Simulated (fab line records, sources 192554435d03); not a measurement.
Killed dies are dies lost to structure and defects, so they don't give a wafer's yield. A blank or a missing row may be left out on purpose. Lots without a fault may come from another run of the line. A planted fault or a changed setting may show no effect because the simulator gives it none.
Chamber matching | flow n5_finfet | N5_BEOL_M9_ILD_DEP_00 on pecvd-01: 3 sister chambers
The step deposits SiCOH lowk from DEMS/porogen, target thk 308.51 nm, time 58 s. 16 wafers are shown with their chamber, then 8 later ones without.

WAFERS WITH THEIR CHAMBER
wafer  | chamber | throttle_valve_pct (%) | heater_power_w (W) | showerhead_plenum_p_Torr (Torr)
L074.2 | 0       | 14.8                   | 392                | 5.740
L074.5 | 0       | 14.6                   | 387                | 5.744
L074.6 | 1       | 14.8                   | 354                | 5.722
L076.2 | 1       | 14.7                   | 377                | 5.761
L076.4 | 0       | 14.7                   | 379                | 5.733
L076.6 | 2       | 13.4                   | 317                | 5.714
L079.1 | 2       | 13.3                   | 271                | 5.721
L079.4 | 1       | 14.6                   | 406                | 5.744
L079.6 | 0       | 14.9                   | 369                | 5.742
L082.1 | 2       | 13.6                   | 300                | 5.728
L082.4 | 1       | 14.7                   | 374                | 5.739
L082.6 | 2       | 13.5                   | 302                | 5.712
L083.1 | 1       | 14.8                   | 425                | 5.726
L083.2 | 2       | 13.5                   | 324                | 5.726
L083.4 | 1       | 14.8                   | 411                | 5.735
L086.1 | 2       | 13.3                   | 305                | 5.711

SIGNATURES (means of the wafers above)
reading                  | chamber 0 | chamber 1 | chamber 2 | scatter within a chamber
throttle_valve_pct       | 14.750    | 14.733    | 13.433    | 0.11
heater_power_w           | 381.75    | 391.17    | 303.17    | 20.8
showerhead_plenum_p_Torr | 5.73975   | 5.73783   | 5.71867   | 0.0101
Rule: a wafer's distance from a chamber is the root of the sum, over the readings, of the square of ((its reading less the chamber's mean) divided by the reading's scatter). The wafer belongs to the nearest chamber; if the next one is less than 2 further off, it can't be placed. The scatter: the root of (the sum of the squares of (reading less its chamber's mean) over the shown wafers, divided by (wafers less chambers)).

WAFERS WITHOUT THEIR CHAMBER
wafer  | throttle_valve_pct (%) | heater_power_w (W) | showerhead_plenum_p_Torr (Torr)
L086.2 | 14.4                   | 375                | 5.732
L086.4 | 13.4                   | 305                | 5.726
L088.2 | 14.7                   | 410                | 5.721
L088.3 | 14.7                   | 361                | 5.738
L088.5 | 14.8                   | 373                | 5.742
L090.1 | 13.6                   | 309                | 5.709
L090.3 | 14.8                   | 407                | 5.731
L090.6 | 14.4                   | 388                | 5.738

WHICH CHAMBER EACH WENT THROUGH
wafer  | from the rows above     | in truth
L086.2 | can't be placed: 1 or 0 | 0
L086.4 | 2                       | 2
L088.2 | can't be placed: 1 or 0 | 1
L088.3 | can't be placed: 0 or 1 | 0
L088.5 | can't be placed: 0 or 1 | 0
L090.1 | 2                       | 2
L090.3 | can't be placed: 1 or 0 | 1
L090.6 | can't be placed: 1 or 0 | 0
Placed correctly: 2 of 8. Can't be placed from these rows: 6 (the true chamber is among the candidates in 6). Placed wrongly: 0.
